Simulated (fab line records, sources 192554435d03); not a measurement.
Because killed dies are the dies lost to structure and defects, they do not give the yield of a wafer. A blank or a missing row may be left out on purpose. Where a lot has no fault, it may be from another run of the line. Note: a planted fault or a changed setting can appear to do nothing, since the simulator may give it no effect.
Comparing a struck lot with a sound one ; flow n5Finfet ; 14 out of 1938 route steps
Sound: the wafers L865.2, L865.3, L865.6. Wafers L875.2, L875.4, L875.6 were the ones struck. The cause is named last.
Order at every step that has rows: each side's tool, ch and its chambers, its first start. Under that, the readings that differ: sound wafers ; struck wafers ; difference of the means ; sigmas: that difference in standard deviations of wafers without a fault.
alike: readings with means less than 2 such deviations apart, plus words and numbers identical on both sides. not compared: withheld readings, readings lacking a value on some wafer, bounds such as >300 that could conceal the same value, and numbers that have no deviation in the record and whose values overlap.
A row with sigmas, a row that says differs or no value, or rows on one side alone: a step with any of these is where the two part. Numbers that don't overlap but have no deviation are shown without sigmas and don't part them. A reading that every wafer of one side lacks parts them only if that side has two wafers or more.

N5_PASSIVATION_ETCH_15: etches SiCN in CF4/N2, target depth 75 nm, time 81.2 s.
  sound: rieDiel-01 ch 1,2,3; struck: rieDiel-01 ch 1,3
  alike: drypumpMotorCurrentA, oesProductAu, rfVppV, showerheadPlenumPTorr, throttleValvePct
  not compared: rfHoursCounterH
then, 2 steps without rows for these wafers: N5_PASSIVATION_STRIP_73 (strips in post etch residue remover, time 60 s); N5_PASSIVATION_SRD_17 (time 30 s, dry time 30 s).
N5_PASSIVATION_DEGAS_18: time 60 s.
  sound on pvdSputter-01 at day 18 09:23; struck on pvdSputter-01 at day 17 01:49
  alike: heaterPowerW
N5_PASSIVATION_PRE_CLEAN_19:
  sound on pvdSputter-01 at day 18 09:26; struck on pvdSputter-01 at day 17 01:51
  alike: heaterPowerW
N5_PASSIVATION_SPUTTER_20: material TaN, target thk 50 nm.
  sound on pvdSputter-01 at day 18 09:28; struck on pvdSputter-01 at day 17 01:53
  alike: chamberPressurePa, throttleValvePct
N5_PASSIVATION_AL_DEP_21: deposits Al, target thk 2800 nm, time 170 s.
  sound on pvdSputter-01 at day 18 09:34; struck on pvdSputter-01 at day 17 01:59
  alike: chamberPressurePa, throttleValvePct
then, 5 steps without rows for these wafers: N5_PASSIVATION_HMDS_23 (time 60 s); N5_PASSIVATION_COAT_24; N5_PASSIVATION_EBR_26; N5_PASSIVATION_SOFTBAKE_25 (time 90 s); N5_PASSIVATION_EXPOSE_27 (exposes mask PAD, defocus 0 nm).
N5_PASSIVATION_PEB_28:
  sound on lithoTrack-01 ch 0, day 18 10:03; struck on lithoTrack-05, day 17 02:20
reading;sound;struck;difference;sigmas
exhaustPa (Pa);45.2 44.6 44.4;- - -;no value on the struck wafers;
  not compared: chillPlateTempC
then, 1 step without rows for these wafers: N5_PASSIVATION_DEVELOP_29 (develop time 60 s).

WHERE THEY PART
Within this record, at N5_PASSIVATION_PEB_28 only.

WHY: the cause the simulator had injected
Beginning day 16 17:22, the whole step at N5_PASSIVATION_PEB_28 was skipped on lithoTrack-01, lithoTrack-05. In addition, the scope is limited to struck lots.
